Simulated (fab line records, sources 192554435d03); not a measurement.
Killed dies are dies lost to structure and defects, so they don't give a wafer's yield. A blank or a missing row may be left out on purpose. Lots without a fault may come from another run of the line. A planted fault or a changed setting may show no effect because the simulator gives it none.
Chamber matching | flow n5_finfet | N5_FIN_SAQP_MANDREL1_REMOVE_56 on rie_si-03: 4 sister chambers
The step chemistry HBr/Cl2/O2, target a-Si, stops on SiNx, bt time 10 s. 4 wafers are shown with their chamber, then 9 later ones without.

WAFERS WITH THEIR CHAMBER
wafer  | chamber | throttle_valve_pct (%)
L080.5 | 0       | 37.2
L081.2 | 2       | 36.7
L081.3 | 1       | 36.8
L081.5 | 3       | 36.4

WAFERS WITHOUT THEIR CHAMBER
wafer  | throttle_valve_pct (%)
L086.1 | 37.2
L086.3 | 36.4
L086.4 | 36.7
L096.1 | 36.4
L096.3 | 36.9
L096.4 | 36.7
L097.2 | 37.2
L097.5 | 36.4
L097.6 | 36.7

WHICH CHAMBER EACH WENT THROUGH
wafer  | from the rows above | in truth
L086.1 | 0                   | 0
L086.3 | 3                   | 3
L086.4 | 2                   | 2
L096.1 | 3                   | 3
L096.3 | 1                   | 1
L096.4 | 2                   | 2
L097.2 | 0                   | 0
L097.5 | 3                   | 3
L097.6 | 2                   | 2
Placed correctly: 9 of 9. Can't be placed from these rows: 0. Placed wrongly: 0.
How it was worked out, from the rows above alone: a wafer's distance from a chamber is the root of the sum, over the readings, of the square of ((its reading less the chamber's mean) divided by the reading's scatter). The wafer belongs to the nearest chamber; if the next one is less than 2 further off, it can't be placed. A chamber's mean is the mean of its shown wafers. The scatter: with one shown wafer a chamber, the root of the mean of the squares of how far each hidden wafer lies from its nearest shown one.
